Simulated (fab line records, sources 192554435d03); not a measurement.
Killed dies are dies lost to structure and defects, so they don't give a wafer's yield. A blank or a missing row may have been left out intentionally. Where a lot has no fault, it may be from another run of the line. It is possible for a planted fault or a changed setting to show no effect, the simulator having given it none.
Which tool did it? ; flow n5 finfet ; Sampling: 11 lots, 32 wafers, 2 of 1938 route steps

## WHAT EACH GAUGE READ, for each wafer
N5_PASSIVATION_OVL_MEAS_60.
lot;measured;on;TV_OVL (nm)
L320;day 12 01:37;overlay-02;2 -5 -7
L321;day 12 23:10;overlay-02;-9 -9 -1
L322;day 12 23:28;overlay-02;-6 -4 -3
L325;day 13 03:56;overlay-01;-1 -2 0
L323;day 13 07:16;overlay-02;2 -1 -2
L324;day 13 07:26;overlay-01;-7 0 -3
L326;day 14 02:04;overlay-02;-10 -3 3
L328;day 13 21:57;overlay-02;-6 -2 -2
L332;day 15 23:08;overlay-02;12 3
L334;day 15 19:13;overlay-02;-4 -1 -8
L335;day 16 09:32;overlay-02;5 3 -1

## EACH LOT AND THE TOOL THAT RAN IT (in order: tool; ch and the chambers of the sampled wafers; start)
lot;N5_BEOL_M8_ECD_50
L320;ecd cu-02 ch 0,1, day 9 19:00
L321;ecd cu-01 ch 0,1, day 10 09:53
L322;ecd cu-02 ch 0,1, day 10 18:20
L325;ecd cu-01 ch 0,1, day 10 22:14
L323;ecd cu-01 ch 0,1, day 11 01:56
L324;ecd cu-02 ch 1, day 11 03:10
L326;ecd cu-01 ch 0, day 11 10:10
L328;ecd cu-02 ch 0,1, day 11 14:58
L332;ecd cu-02 ch 0,1, day 12 23:49
L334;ecd cu-01 ch 1, day 13 04:23
L335;ecd cu-02 ch 0,1, day 13 14:05
- N5_BEOL_M8_ECD_50: material Cu, target thk 300 nm.

## WHAT THE TOOLS THEMSELVES READ (means of the sampled wafers that have a number; where no wafer has one, the mark that the record gives instead)
The record holds no such reading with a usual standard deviation.

## THE ANSWER, worked out from the rows above alone
Rule: the usual values come from the lots themselves. The widest of any qualifying gaps counts: lots, ordered by their means at a reading, are off when they make up no more than a third of the lots, leave a main group of 4 or more, and stand apart from it by 3 or more times the standard deviation of that group's means. If all means in a main group match to the digits the tables above print for the reading, that group is not used. Also off: a lot with no number at a reading for which 4 or more lots have one. Where the step has rows for the other lots, those lots are counted as sound. The gauges are gone through in route order, then the tools' own readings, and for those a lot's mean is taken as printed above. At the first step where some lot is off, the reading lying furthest off is the one used; lots without a number count as furthest.
None of the lots is off at any reading shown; this tells nothing.

## WHAT THE SIMULATOR HAD PUT IN
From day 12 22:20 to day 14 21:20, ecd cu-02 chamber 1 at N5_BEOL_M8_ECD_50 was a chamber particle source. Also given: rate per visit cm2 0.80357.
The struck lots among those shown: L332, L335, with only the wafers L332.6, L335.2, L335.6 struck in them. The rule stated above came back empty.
